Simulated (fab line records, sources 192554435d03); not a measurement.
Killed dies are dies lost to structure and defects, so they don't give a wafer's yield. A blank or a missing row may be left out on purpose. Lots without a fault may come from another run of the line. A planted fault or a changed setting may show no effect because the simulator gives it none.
Split-lot experiment | flow n5_finfet | 7 lots, 21 wafers read, on a route of 1938 steps

THE SPLIT
At N5_SD_EPI_N_COAT_33 (time 60 s, resist thk 35 nm), the setting spin_rpm was moved away from the recipe's 1500 rpm on 5 of the 21 wafers read, by -4.2% to +3.5%. The other wafers ran this setting at the recipe's value.

FROM THE SPLIT TO THE READING: what the file shows between them, 1 step
- N5_SD_EPI_N_DESCUM_14: chemistry O2, time 7.9 s (also split here: time_s)

THE READING
etch.depth_nm (the simulator's own value, which no gauge read), in nm, at N5_SD_EPI_N_ETCH_34 (etches SiARC in CF4, target depth 45.5 nm, time 75.8 s). The file gives no usual value for it. The 16 wafers here that ran the recipe average 34.98 nm, standard deviation 0.07 nm.

wafer  | tool, chamber at the split | spin_rpm as run, rpm | against the recipe | etch.depth_nm, nm | against lot-mates on the recipe
L078.1 | litho_track-02, 0          | 1500                 | recipe             | 34.96             | -
L078.2 | litho_track-02, 0          | 1500                 | recipe             | 35.02             | -
L078.5 | litho_track-02, 0          | 1500                 | recipe             | 35                | -
L083.1 | litho_track-02, 0          | 1500                 | recipe             | 34.91             | -
L083.4 | litho_track-02, 0          | 1500                 | recipe             | 34.91             | -
L083.6 | litho_track-02, 0          | 1500                 | recipe             | 34.97             | -
L084.1 | litho_track-02, 0          | 1437                 | -4.2%              | 35.7              | +0.67
L084.3 | litho_track-02, 0          | 1437                 | -4.2%              | 35.79             | +0.76
L084.6 | litho_track-02, 0          | 1500                 | recipe             | 35.03             | -
L085.4 | litho_track-05, 0          | 1553                 | +3.5%              | 34.38             | -0.59
L085.5 | litho_track-05, 0          | 1500                 | recipe             | 34.91             | -
L085.6 | litho_track-05, 0          | 1500                 | recipe             | 35.02             | -
L093.1 | litho_track-05, 0          | 1500                 | recipe             | 34.97             | -
L093.4 | litho_track-05, 0          | 1500                 | recipe             | 34.87             | -
L093.5 | litho_track-05, 0          | 1500                 | recipe             | 34.89             | -
L094.1 | litho_track-05, 0          | 1500                 | recipe             | 35.09             | -
L094.2 | litho_track-05, 0          | 1500                 | recipe             | 35.03             | -
L094.3 | litho_track-05, 0          | 1500                 | recipe             | 35.12             | -
L097.2 | litho_track-03, 0          | 1439                 | -4.1%              | 35.68             | +0.66
L097.3 | litho_track-03, 0          | 1439                 | -4.1%              | 35.68             | +0.66
L097.4 | litho_track-03, 0          | 1500                 | recipe             | 35.02             | -

THE FIT
A straight line over all 21 wafers: etch.depth_nm changes by -0.175 nm for each +1% of spin_rpm; r = -0.98; the points scatter about the line by 0.066 nm.
The same after taking each lot's own level away (the mean of its wafers on the recipe; 21 wafers): -0.166 nm for each +1%; r = -0.99; scatter 0.036 nm.
On that fit, the largest move of spin_rpm shifts the reading by 0.7 nm.
The lots' own levels span 34.910 to 35.080 nm, that is 2.4 times the standard deviation above.
So the lot-to-lot level changes the slope little: the two slopes agree.
Check: with one of the wafers moved furthest among these (-4.2%) left out of the fit, the line predicts +0.707 nm for it against its lot-mates. It came out at +0.67 nm against them.

OTHER SPLITS ON THESE WAFERS
These wafers also went through other splits before the reading. Each is held against what the fit with the lots' levels taken away leaves over:
other split on the same wafers | wafers away from the commonest value | r with etch.depth_nm (lot level and that fit taken away)
N5_WELL_APT_COAT_02 spin_rpm   | 8                                    | -0.35
N5_WELL_APT_EXPOSE_05 dose_mj  | 6                                    | +0.13
N5_WELL_APT_DESCUM_13 time_s   | 6                                    | -0.22
N5_FIN_SAQP_PECVD_06 time_s    | 9                                    | +0.01
N5_FIN_SAQP_EXPOSE_13 dose_mj  | 5                                    | -0.28
N5_FIN_CUT_COAT_19 spin_rpm    | 5                                    | -0.18
N5_SD_EPI_N_DESCUM_14 time_s   | 6                                    | +0.45

THE WHOLE CHAIN: every reading that the file lists as answering this split, in the file's order
step                | what it does                                           | reading                                                                           | change (the file's fit)               | r (the file's)
N5_SD_EPI_N_COAT_33 | time 60 s, resist thk 35 nm                            | SiARC_of_SD_EPI_N_COAT_33.thk_nm (the simulator's own value, which no gauge read) | -0.17 nm for each +1% of the setting  | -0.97
N5_SD_EPI_N_ETCH_34 | etches SiARC in CF4, target depth 45.5 nm, time 75.8 s | etch.depth_nm (the simulator's own value, which no gauge read)                    | -0.166 nm for each +1% of the setting | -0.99

THE FILE'S OWN FIT
etch.depth_nm changes by -0.166 nm for each +1% of spin_rpm, r = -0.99.
